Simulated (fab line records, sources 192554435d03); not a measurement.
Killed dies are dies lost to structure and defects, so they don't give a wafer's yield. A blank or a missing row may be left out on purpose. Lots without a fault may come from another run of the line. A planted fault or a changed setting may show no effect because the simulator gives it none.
fab line records | flow n5_finfet | part 2 of 2: steps 4 to 6 of 6
record lots=21 wafers=63 last_day=19
route steps=1938 shown FIN_SAQP@116 FIN_CUT@168 SPACER0@261 SD_EPI_N@281
lots that met no fault: from a run of the same line without faults
start_h: hours from the record's first day to the start of the lot's first wafer shown | wait_h: hours since the lot's step before | " the same as in the row above | L1.1+2: a row that stands for several wafers | - no value, or no start given | * or withheld: withheld | < > ~ a bound
route shown NAME@n: a module of which the file shows steps, and the number in the route of the first | usual: mean/standard deviation of fault-free wafers | same: alike in all rows | chamber/n: place in a boat | sites: the reading at each site | _std_site: their standard deviation | _edge_site: outer sites' mean less inner sites' | radius_mm: how far each site lies from the wafer's centre | mask NAME#n: copy n | behind: the tool/chamber that last shaped the wafer | hold: why the lot was held/for how many hours/how that ended | device: the transistor (n, p or np) that didn't switch | end of line: the same wafers' tests at the end of the route | a step without rows: its recipe alone | killed: dies lost to structure and defects at the first sort, not the wafer's yield | map: a wafer's dies, x killed, . not, _ none there
set.NAME: the setting as run; set.NAME@STEP: as run at that earlier step | model.NAME: the simulator's own value behind a step, which no gauge read
steps of the route over a sample of lots; a table a step, a row a wafer
services: from which hour (start_h, from the record's first day; less than 0 if before it) a tool's chamber was out of use, for how many hours, and why
## steps
# step N5_FIN_CUT_STRIP_24
# recipe chemistry=CF4 resist=SiARC power_w=300 bias_power_w=75 pressure_mtorr=50 cf4_flow_sccm=150 rf_frequency_hz=6e+07
# usual drypump_motor_current_A=5.5/0.35 oes_product_au=0.74/0.057 rf_vpp_V=270.8/1.5 showerhead_plenum_p_Torr=1.77/0.055 throttle_valve_pct=13.63/0.18
# columns lot.wafer tool chamber start_h wait_h drypump_motor_current_A oes_product_au rf_hours_counter_h rf_vpp_V showerhead_plenum_p_Torr throttle_valve_pct
L074.1 rie_diel-02 0 27.35 0.0 5.4 0.73 201 271.0 1.84 13.75
L074.4 " 2 " " 5.5 0.74 181 271.4 1.77 13.44
L074.6 " 3 " " 5.7 0.74 - 272.1 1.78 13.77
L075.1 rie_diel-06 1 32.77 0.0 5.7 0.76 152 270.5 1.73 13.45
L075.2 " 0 " " 4.9 0.70 240 271.7 1.75 13.65
L075.6 " 3 " " 5.3 0.77 - 269.7 1.73 13.76
L076.3 rie_diel-06 1 39.64 0.0 5.7 0.76 153 269.4 1.73 13.47
L076.4 " 3 " " 5.4 0.77 123 271.4 1.73 13.77
L076.6 " 3 " " 5.3 0.77 - 269.2 1.73 13.76
L077.4 rie_diel-04 1 46.15 0.0 6.3 0.72 192 269.1 1.71 13.66
L077.5 " 1 " " 6.3 0.71 - 270.4 1.71 13.65
L077.6 " 0 " " 5.8 0.67 - 272.2 1.77 13.70
L078.2 rie_diel-04 0 51.84 0.0 5.8 0.67 239 270.1 1.77 13.70
L078.3 " 3 " " 5.6 0.69 201 270.5 1.77 13.75
L078.6 " 3 " " 5.6 0.69 - 270.1 1.77 13.73
L079.1 rie_diel-04 2 57.09 0.0 5.2 0.76 128 271.9 1.86 13.54
L079.4 " 0 " " 5.8 0.68 241 272.0 1.77 13.70
L079.6 " 3 " " 5.6 0.69 - 271.3 1.77 13.73
L080.2 rie_diel-06 2 62.57 0.0 5.2 0.73 174 272.3 1.86 13.61
L080.4 " 1 " " 5.7 0.76 - 269.3 1.73 13.46
L080.5 " 2 " " 5.2 0.74 - 271.8 1.86 13.60
L081.1 rie_diel-04 2 68.71 0.0 5.2 0.76 133 272.9 1.86 13.56
L081.2 " 3 " " 5.6 0.69 207 271.5 1.77 13.73
L081.6 " 2 " " 5.2 0.76 - 272.8 1.86 13.56
L082.1 rie_diel-02 2 76.65 0.0 5.5 0.74 196 270.9 1.77 13.49
L082.3 " 3 " " 5.7 0.73 182 270.7 1.78 13.78
L082.4 " 0 " " 5.4 0.73 216 273.0 1.84 13.80
L083.2 rie_diel-06 1 80.83 0.0 5.7 0.75 166 269.4 1.72 13.49
L083.3 " 3 " " 5.3 0.76 137 271.1 1.72 13.79
L083.6 " 2 " " 5.2 0.73 - 272.0 1.86 13.64
L084.1 rie_diel-04 3 87.13 0.0 5.6 0.68 212 269.5 1.77 13.76
L084.3 " 2 " " 5.2 0.76 138 273.0 1.86 13.56
L084.4 " 1 " " 6.3 0.71 204 269.2 1.70 13.68
L086.2 rie_diel-06 3 103.64 0.0 5.4 0.74 145 269.7 1.72 13.81
L086.4 " 1 " " 5.6 0.74 175 270.7 1.72 13.51
L086.5 " 3 " " 5.4 0.75 - 268.0 1.72 13.82
L087.1 rie_diel-06 3 106.65 0.0 5.4 0.75 147 269.3 1.72 13.83
L087.2 " 2 " " 5.2 0.72 191 272.0 1.85 13.66
L087.5 " 2 " " 5.2 0.72 - 273.1 1.85 13.66
L089.2 rie_diel-06 3 121.49 0.0 5.4 0.75 152 269.7 1.72 13.83
L089.3 " 2 " " 5.3 0.71 196 271.2 1.85 13.64
L089.5 " 3 " " 5.3 0.75 - 269.3 1.72 13.84
L091.2 rie_diel-06 1 130.55 0.0 5.6 0.73 184 270.7 1.72 13.53
L091.5 " 1 " " 5.7 0.74 - 269.0 1.72 13.54
L091.6 " 2 " " 5.2 0.71 - 272.6 1.85 13.69
L092.1 rie_diel-02 2 137.93 0.0 5.5 0.72 217 271.5 1.76 13.53
L092.2 " 3 " " 5.7 0.71 204 271.3 1.77 13.85
L092.4 " 1 " " 6.0 0.72 169 270.7 1.72 13.33
L093.2 rie_diel-04 1 144.57 0.0 6.3 0.70 216 268.4 1.70 13.72
L093.4 " 3 " " 5.6 0.68 224 270.0 1.76 13.78
L093.6 " 2 " " 5.2 0.75 - 273.5 1.85 13.60
L094.1 rie_diel-02 2 149.94 0.0 5.5 0.72 222 270.6 1.76 13.54
L094.3 " 1 " " 6.0 0.73 174 269.3 1.72 13.36
L094.4 " 0 " " 5.4 0.70 244 272.3 1.83 13.85
L095.2 rie_diel-04 1 156.07 0.0 6.3 0.69 220 268.6 1.70 13.74
L095.5 " 2 " " 5.3 0.74 - 273.0 1.85 13.59
L095.6 " 0 " " 5.8 0.95 - 270.3 1.77 13.18
L096.2 rie_diel-06 3 162.28 0.0 5.4 0.73 170 270.2 1.72 13.87
L096.5 " 2 " " 5.2 0.71 - 272.8 1.85 13.72
L096.6 " 3 " " 5.3 0.73 - 269.8 1.72 13.88
L097.1 rie_diel-04 3 166.07 0.0 5.6 0.68 228 269.1 1.76 13.80
L097.5 " 2 " " 5.2 0.73 - 274.1 1.85 13.60
L097.6 " 3 " " 5.7 0.68 - 270.5 1.76 13.80
# step N5_SPACER0_INSPECT_04
# recipe inspect_instrument=darkfield mode=post_dep
# usual raw_defect_count=133/30
# columns lot.wafer tool chamber start_h wait_h raw_defect_count
L074.1 defect_inspect-02 - 60.41 0.1 158
L074.4 " - " " 157
L074.6 " - " " 156
L075.1 defect_inspect-02 - 64.50 0.1 141
L075.2 " - " " 109
L075.6 " - " " 110
L076.3 defect_inspect-01 - 64.78 0.1 115
L076.4 " - " " 132
L076.6 " - " " 88
L078.2 defect_inspect-01 - 71.93 0.1 111
L078.3 " - " " 133
L078.6 " - " " 128
L077.4 defect_inspect-01 - 75.93 0.1 116
L077.5 " - " " 128
L077.6 " - " " 104
L080.2 defect_inspect-01 - 83.95 0.1 127
L080.4 " - " " 147
L080.5 " - " " 109
L079.1 defect_inspect-02 - 85.75 0.1 188
L079.4 " - " " 181
L079.6 " - " " 174
L081.1 defect_inspect-01 - 92.10 0.1 118
L081.2 " - " " 141
L081.6 " - " " 195
L082.1 defect_inspect-01 - 99.96 0.1 98
L082.3 " - " " 100
L082.4 " - " " 151
L083.2 defect_inspect-01 - 100.83 0.1 144
L083.3 " - " " 180
L083.6 " - " " 145
L084.1 defect_inspect-01 - 106.97 0.1 121
L084.3 " - " " 186
L084.4 " - " " 119
L086.2 defect_inspect-02 - 125.46 0.4 179
L086.4 " - " " 162
L086.5 " - " " 101
L087.1 defect_inspect-02 - 128.20 0.1 123
L087.2 " - " " 134
L087.5 " - " " 173
L089.2 defect_inspect-02 - 144.72 0.1 127
L089.3 " - " " 136
L089.5 " - " " 119
L091.2 defect_inspect-02 - 150.85 0.1 123
L091.5 " - " " 127
L091.6 " - " " 127
L092.1 defect_inspect-01 - 157.96 0.1 89
L092.2 " - " " 93
L092.4 " - " " 98
L093.2 defect_inspect-01 - 167.01 0.1 70
L093.4 " - " " 86
L093.6 " - " " 116
L094.1 defect_inspect-01 - 169.88 0.1 202
L094.3 " - " " 111
L094.4 " - " " 81
L095.2 defect_inspect-01 - 176.83 0.1 113
L095.5 " - " " 108
L095.6 " - " " 113
L096.2 defect_inspect-02 - 182.18 0.1 173
L096.5 " - " " 130
L096.6 " - " " 133
L097.1 defect_inspect-02 - 186.46 0.1 156
L097.5 " - " " 129
L097.6 " - " " 152
# step N5_SD_EPI_N_SD_RECESS_17
# recipe chemistry=HBr/Cl2/O2 target_depth_a=410 mask_material=SOC time_s=23.7 bt_time_s=3 pressure_mtorr=10 icp_w=800 bias_w=112 HBr_flow_sccm=150 Cl2_flow_sccm=80 O2_flow_sccm=12
# usual drypump_motor_current_A=5.7/0.57 oes_o_777_au=0.996/0.014 oes_product_au=1.001/0.012 throttle_valve_pct=37.08/0.3
# columns lot.wafer tool chamber start_h wait_h drypump_motor_current_A oes_o_777_au oes_product_au rf_hours_counter_h throttle_valve_pct
L074.1 rie_si-01 2 61.46 0.0 5.7 0.967 0.976 6 36.87
L074.4 " 1 " " 4.6 1.004 0.985 8 36.66
L074.6 " 2 " " 5.8 0.973 0.980 - 36.85
L075.1 rie_si-03 1 65.67 0.0 6.4 0.986 0.999 80 37.05
L075.2 " 0 " " 5.0 0.994 1.001 66 37.48
L075.6 " 3 " " 5.8 0.994 1.006 - 37.10
L076.3 rie_si-05 1 65.86 0.0 4.9 0.998 1.008 68 37.10
L076.4 " 2 " " 5.8 1.011 1.021 124 37.35
L076.6 " 3 " " 5.7 1.005 1.004 - 37.52
L078.2 rie_si-05 3 73.11 0.0 5.7 1.000 1.009 4 37.54
L078.3 " 2 " " 5.8 1.013 1.014 124 37.37
L078.6 " 1 " " 4.9 0.999 1.008 - 37.10
L077.4 rie_si-01 1 77.10 0.0 4.7 1.004 0.984 8 36.65
L077.5 " 3 " " 6.3 0.969 1.003 - 37.13
L077.6 " 0 " " 6.1 1.021 1.014 - 36.39
L080.2 rie_si-03 2 85.69 0.0 5.6 1.015 1.017 197 36.73
L080.4 " 1 " " 6.4 0.983 0.997 80 37.04
L080.5 " 2 " " 5.6 1.011 1.017 - 36.74
L079.1 rie_si-05 0 86.80 0.0 6.4 1.005 1.000 4 36.94
L079.4 " 1 " " 4.9 1.004 1.005 68 37.10
L079.6 " 2 " " 5.8 0.996 1.012 - 37.34
L081.1 rie_si-03 2 93.65 0.0 5.7 1.011 1.005 197 36.74
L081.2 " 1 " " 6.4 0.986 0.987 80 37.05
L081.6 " 1 " " 6.4 0.981 0.991 - 37.06
L082.1 rie_si-01 0 101.54 0.0 6.0 1.017 1.012 199 36.40
L082.3 " 1 " " 4.7 1.000 0.992 9 36.66
L082.4 " 2 " " 5.7 0.971 0.977 7 36.87
L083.2 rie_si-05 1 101.91 0.0 4.9 0.998 1.011 68 37.10
L083.3 " 3 " " 5.7 0.998 1.001 5 37.51
L083.6 " 0 " " 6.4 1.005 0.995 - 36.94
L084.1 rie_si-05 1 108.30 0.0 4.9 1.005 1.015 68 37.10
L084.3 " 0 " " 6.4 0.997 0.996 5 36.96
L084.4 " 2 " " 5.8 1.010 1.023 125 37.35
L086.2 rie_si-05 0 126.64 0.0 6.4 0.999 0.995 5 36.95
L086.4 " 1 " " 4.9 0.998 1.017 69 37.11
L086.5 " 2 " " 5.8 1.003 1.022 - 37.34
L087.1 rie_si-01 2 129.38 0.0 5.7 0.965 0.984 8 36.87
L087.2 " 3 " " 6.3 0.977 1.003 45 37.12
L087.5 " 3 " " 6.3 0.971 0.989 - 37.10
L089.2 rie_si-03 1 145.77 0.0 6.4 0.980 0.988 81 37.04
L089.3 " 0 " " 5.0 0.992 0.990 - 37.51
L089.5 " 1 " " 6.4 0.982 0.985 - 37.06
L091.2 rie_si-03 0 152.02 0.0 5.0 0.994 0.992 68 37.51
L091.5 " 0 " " 5.0 0.995 0.990 - 37.52
L091.6 " 2 " " 5.6 0.990 1.007 - 36.76
L092.1 rie_si-05 1 159.14 0.0 4.9 1.002 1.015 69 37.10
L092.2 " 2 " " 5.8 1.005 1.016 126 37.35
L092.4 " 3 " " 5.7 1.004 0.997 6 37.51
L093.2 rie_si-05 2 168.18 0.0 5.8 1.016 1.013 126 37.37
L093.4 " 3 " " 5.6 1.011 1.007 6 37.50
L093.6 " 1 " " 4.9 0.998 1.022 - 37.09
L094.1 rie_si-05 3 171.05 0.0 5.7 1.000 1.014 6 37.52
L094.3 " 1 " " 4.9 0.997 1.012 69 37.11
L094.4 " 2 " " 5.8 0.999 1.017 126 37.34
L095.2 rie_si-01 1 178.00 0.0 4.7 1.005 0.991 11 36.67
L095.5 " 2 " " 5.7 0.957 0.988 - 36.88
L095.6 " 1 " " 4.7 0.999 0.993 - 36.66
L096.2 rie_si-05 1 183.50 0.0 4.9 0.999 1.014 70 37.11
L096.5 " 1 " " 4.9 1.003 1.010 - 37.11
L096.6 " 2 " " 5.8 1.002 1.017 - 37.35
L097.1 rie_si-05 0 187.64 0.0 6.4 0.992 0.996 6 36.95
L097.5 " 2 " " 5.8 1.007 1.015 - 37.36
L097.6 " 1 " " 4.9 0.999 1.007 - 37.11
## services
# columns tool chamber start_h hours kind
rie_diel-01 2 0.25 4.0 repair
rie_diel-03 3 3.77 3.7 repair
rie_diel-02 - 11.09 0.5 repair
rie_diel-03 2 16.37 - clean
rie_diel-03 2 16.37 - consumable_replace:focus_ring
rie_diel-03 2 16.37 14.0 scheduled_down
rie_diel-03 2 16.37 14.0 vent_cycle
rie_diel-01 3 22.47 13.9 repair
rie_si-05 - 26.41 2.8 pm
rie_diel-02 3 35.64 4.0 repair
rie_diel-03 1 42.06 - clean
rie_diel-05 2 60.15 2.0 repair
rie_diel-02 - 70.01 0.2 repair
rie_diel-05 1 84.10 21.9 repair
rie_diel-05 3 96.30 1.8 repair
rie_diel-05 2 100.11 16.3 repair
rie_diel-06 0 104.78 5.5 repair
rie_diel-04 - 116.06 28.1 pm
rie_diel-05 3 119.45 6.4 repair
rie_si-03 3 139.42 31.8 repair
rie_diel-02 1 154.13 5.4 repair
rie_diel-03 2 157.49 2.7 repair
rie_diel-04 3 167.41 8.7 repair
rie_diel-02 - 179.40 1.0 repair
